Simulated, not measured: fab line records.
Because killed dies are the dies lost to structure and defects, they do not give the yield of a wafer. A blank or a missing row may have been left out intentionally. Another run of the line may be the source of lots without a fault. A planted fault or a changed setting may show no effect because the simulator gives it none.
Which of the tools did it? | flow nandHarc | 38 wafers from 13 lots sampled at 4 of the route's 1302 steps

== WHAT THE GAUGES SHOWED, per wafer ==
No reading from a measuring or inspecting step in the record can be judged against a usual standard deviation.

== EACH LOT AND THE TOOL THAT RAN IT (in order: tool; ch and the chambers of the sampled wafers; start) ==
lot  | NHARC_A_STAIRCASE_STRIP_205         | NHARC_A_STAIRCASE_TRIM_224        | NHARC_A_STAIRCASE_ETCH_227    | NHARC_A_STAIRCASE_TRIM_233
L947 | plasmaAsher-01 ch 0,1, day 15 20:51 | rieDiel-03 ch 1,3, day 15 23:38   | rieDiel-03 ch 0,1, no start   | rieDiel-03 ch 1,2, no start
L946 | plasmaAsher-02 ch 0,1, day 16 07:28 | rieDiel-13 ch 0,1,2, day 16 09:35 | rieDiel-13 ch 0,3, no start   | rieDiel-03 ch 0,1,2, no start
L949 | plasmaAsher-02 ch 0,1, day 16 15:41 | rieDiel-07 ch 0,2,3, day 16 17:43 | rieDiel-07 ch 0,2,3, no start | rieDiel-03 ch 0,2,3, no start
L948 | plasmaAsher-02 ch 0, day 16 16:28   | rieDiel-13 ch 0,2,3, day 16 18:32 | rieDiel-13 ch 0,2,3, no start | rieDiel-07 ch 1,3, no start
L950 | plasmaAsher-01 ch 0,1, day 17 17:58 | rieDiel-13 ch 0,1,2, day 17 20:03 | rieDiel-13 ch 0,2,3, no start | rieDiel-13 ch 1,2,3, no start
L951 | plasmaAsher-01 ch 0,1, day 18 20:40 | rieDiel-07 ch 0,1,3, day 18 22:50 | rieDiel-07 ch 0,2, no start   | rieDiel-07 ch 2,3, no start
L956 | plasmaAsher-02 ch 1, day 20 07:31   | rieDiel-07 ch 1,2, day 20 09:32   | rieDiel-07 ch 0,1, no start   | rieDiel-13 ch 1, no start
L961 | plasmaAsher-01 ch 0,1, day 22 13:23 | rieDiel-03 ch 0,1, day 22 15:29   | rieDiel-03 ch 0,1, no start   | rieDiel-03 ch 1,2,3, no start
L965 | plasmaAsher-02 ch 0,1, day 23 16:42 | rieDiel-07 ch 1,2,3, day 23 18:38 | rieDiel-07 ch 0,1,2, no start | rieDiel-03 ch 0,1,3, no start
L964 | plasmaAsher-02 ch 0,1, day 23 17:10 | rieDiel-13 ch 0,2, day 23 19:11   | rieDiel-13 ch 1,2, no start   | rieDiel-13 ch 0,1,3, no start
L966 | plasmaAsher-02 ch 0,1, day 24 13:02 | rieDiel-13 ch 0,2,3, day 24 15:02 | rieDiel-13 ch 1,2,3, no start | rieDiel-13 ch 0,3, no start
L967 | plasmaAsher-02 ch 0,1, day 24 13:41 | rieDiel-07 ch 1,2, day 24 15:41   | rieDiel-07 ch 2,3, no start   | rieDiel-03 ch 1,2, no start
L968 | plasmaAsher-01 ch 0,1, day 25 14:35 | rieDiel-07 ch 1,2,3, day 25 16:34 | rieDiel-07 ch 1,2, no start   | rieDiel-07 ch 0,2, no start
- NHARC_A_STAIRCASE_STRIP_205: strips in O2.
- NHARC_A_STAIRCASE_TRIM_224: chemistry O2, time 211.2 s.
- NHARC_A_STAIRCASE_ETCH_227: etches the open film in C4F8/O2, target depth 100 nm, time 40.5 s.
- NHARC_A_STAIRCASE_TRIM_233: chemistry O2, time 211.2 s.

== AS READ BY THE TOOLS THEMSELVES (means over the sampled wafers that have a number; for cases with no such wafer, the mark the record gives instead) ==
NHARC_A_STAIRCASE_STRIP_205. Usual: drypumpMotorCurrentA 6.0 A, standard deviation 0.43; heaterPowerW 343 W, standard deviation 26.
lot  | tool           | drypumpMotorCurrentA (A) | heaterPowerW (W) | flag
L947 | plasmaAsher-01 | 5.7                      | 366              | 
L946 | plasmaAsher-02 | 6.2                      | 336              | 
L949 | plasmaAsher-02 | 6.4                      | 322              | 
L948 | plasmaAsher-02 | 6.7                      | 325              | 
L950 | plasmaAsher-01 | 5.7                      | 351              | 
L951 | plasmaAsher-01 | 5.7                      | 362              | 
L956 | plasmaAsher-02 | 5.9                      | 354              | 
L961 | plasmaAsher-01 | 5.7                      | 347              | 
L965 | plasmaAsher-02 | 6.2                      | 342              | 
L964 | plasmaAsher-02 | 6.1                      | 338              | 
L966 | plasmaAsher-02 | 6.1                      | 345              | 
L967 | plasmaAsher-02 | 6.4                      | 325              | 
L968 | plasmaAsher-01 | 5.7                      | 355              | 

NHARC_A_STAIRCASE_TRIM_224. Usual: drypumpMotorCurrentA 5.9 A, standard deviation 0.42; oesProductAu 1.006 a.u., standard deviation 0.01; rfVppV 57.7 V, standard deviation 1; runLengthS 232.6 s, standard deviation 0.37; showerheadPlenumPTorr 3.51 Torr, standard deviation 0.13; throttleValvePct 17.036 %, standard deviation 0.0089.
lot  | tool       | drypumpMotorCurrentA (A) | oesProductAu (a.u.) | rfVppV (V) | runLengthS (s) | showerheadPlenumPTorr (Torr) | throttleValvePct (%) | flag
L947 | rieDiel-03 | 5.7                      | 1.005               | 58.2       | 232.8          | 3.54                         | 17.037               | 
L946 | rieDiel-13 | 5.5                      | 1.005               | 57.4       | 232.5          | 3.61                         | 17.039               | 
L949 | rieDiel-07 | 5.8                      | 1.007               | 57.5       | 232.9          | 3.38                         | 17.040               | 
L948 | rieDiel-13 | 5.8                      | 1.002               | 57.8       | 232.7          | 3.56                         | 17.036               | 
L950 | rieDiel-13 | 5.5                      | 0.992               | 57.5       | 232.6          | 3.60                         | 17.034               | 
L951 | rieDiel-07 | 6.0                      | 1.002               | 57.6       | 232.8          | 3.45                         | 17.031               | 
L956 | rieDiel-07 | 6.2                      | 1.012               | 57.2       | 196.7          | 3.54                         | 17.030               | OFF
L961 | rieDiel-03 | 6.0                      | 1.009               | 58.0       | 232.2          | 3.36                         | 17.038               | 
L965 | rieDiel-07 | 6.0                      | 1.010               | 58.3       | 232.6          | 3.62                         | 17.042               | 
L964 | rieDiel-13 | 5.6                      | 0.994               | 57.6       | 232.3          | 3.50                         | 17.036               | 
L966 | rieDiel-13 | 5.9                      | 0.992               | 57.1       | 232.5          | 3.53                         | 17.041               | 
L967 | rieDiel-07 | 6.4                      | 1.007               | 58.5       | 232.6          | 3.56                         | 17.032               | 
L968 | rieDiel-07 | 6.1                      | 1.007               | 58.1       | 232.7          | 3.61                         | 17.038               | 

NHARC_A_STAIRCASE_ETCH_227. Usual: biasW 1000 W, standard deviation 3.1; oesProductAu 0.945 a.u., standard deviation 0.011; rfVppV 895 V, standard deviation 5.
lot  | tool       | biasW (W) | oesProductAu (a.u.) | rfVppV (V) | flag
L947 | rieDiel-03 | 999       | 0.929               | 892        | 
L946 | rieDiel-13 | 1001      | 0.944               | 898        | 
L949 | rieDiel-07 | 997       | 0.948               | 890        | 
L948 | rieDiel-13 | 1003      | 0.953               | 897        | 
L950 | rieDiel-13 | 999       | 0.938               | 897        | 
L951 | rieDiel-07 | 1000      | 0.937               | 892        | 
L956 | rieDiel-07 | 998       | 0.936               | 896        | 
L961 | rieDiel-03 | 1000      | 0.953               | 891        | 
L965 | rieDiel-07 | 1000      | 0.953               | 894        | 
L964 | rieDiel-13 | 999       | 0.940               | 899        | 
L966 | rieDiel-13 | 1001      | 0.942               | 898        | 
L967 | rieDiel-07 | 997       | 0.959               | 896        | 
L968 | rieDiel-07 | 997       | 0.966               | 898        | 

NHARC_A_STAIRCASE_TRIM_233. Usual: drypumpMotorCurrentA 5.9 A, standard deviation 0.44; oesProductAu 1.005 a.u., standard deviation 0.011; rfVppV 57.7 V, standard deviation 0.9; runLengthS 232.6 s, standard deviation 0.38; showerheadPlenumPTorr 3.51 Torr, standard deviation 0.13; throttleValvePct 17.037 %, standard deviation 0.0088.
lot  | tool       | drypumpMotorCurrentA (A) | oesProductAu (a.u.) | rfVppV (V) | runLengthS (s) | showerheadPlenumPTorr (Torr) | throttleValvePct (%) | flag
L947 | rieDiel-03 | 5.5                      | 0.994               | 57.9       | 232.5          | 3.49                         | 17.044               | 
L946 | rieDiel-03 | 5.9                      | 0.997               | 57.1       | 232.1          | 3.43                         | 17.037               | 
L949 | rieDiel-03 | 6.2                      | 1.002               | 57.6       | 232.1          | 3.45                         | 17.032               | 
L948 | rieDiel-07 | 6.3                      | 1.001               | 58.1       | 232.9          | 3.54                         | 17.034               | 
L950 | rieDiel-13 | 5.8                      | 0.991               | 57.2       | 232.5          | 3.60                         | 17.039               | 
L951 | rieDiel-07 | 5.8                      | 1.021               | 57.7       | 232.5          | 3.38                         | 17.031               | 
L956 | rieDiel-13 | 5.4                      | 0.989               | 58.8       | 232.8          | 3.73                         | 17.041               | 
L961 | rieDiel-03 | 5.8                      | 1.005               | 57.4       | 232.5          | 3.49                         | 17.042               | 
L965 | rieDiel-03 | 5.8                      | 1.006               | 57.1       | 232.7          | 3.42                         | 17.034               | 
L964 | rieDiel-13 | 5.7                      | 0.989               | 57.8       | 232.5          | 3.61                         | 17.028               | 
L966 | rieDiel-13 | 6.0                      | 0.998               | 57.6       | 232.7          | 3.56                         | 17.032               | 
L967 | rieDiel-03 | 5.8                      | 1.012               | 57.7       | 232.6          | 3.45                         | 17.038               | 
L968 | rieDiel-07 | 5.8                      | 1.019               | 57.3       | 232.7          | 3.40                         | 17.034               | 

== THE ANSWER, worked out from the rows above alone ==
Rule: lot off if the mean of its wafers having a number is beyond 3 standard deviations from the usual mean. A lot without any number at a reading at which 4 lots or more have one is off too. All remaining lots with rows at the step are treated as sound. After the gauges, taken in route order, come the tools' own readings; for these a lot's mean is taken, as printed above. The first step at which some lot is off is used, and at that step the reading that is off furthest; a lot without a number counts as furthest.
Off, at NHARC_A_STAIRCASE_TRIM_224 on runLengthS: L956.
If a tool, at that step or one of the process steps before it, ran each lot that is off and ran no sound lot following the first of them, it fits. Of those tried, none fits.

== WHAT WAS PUT IN BY THE SIMULATOR ==
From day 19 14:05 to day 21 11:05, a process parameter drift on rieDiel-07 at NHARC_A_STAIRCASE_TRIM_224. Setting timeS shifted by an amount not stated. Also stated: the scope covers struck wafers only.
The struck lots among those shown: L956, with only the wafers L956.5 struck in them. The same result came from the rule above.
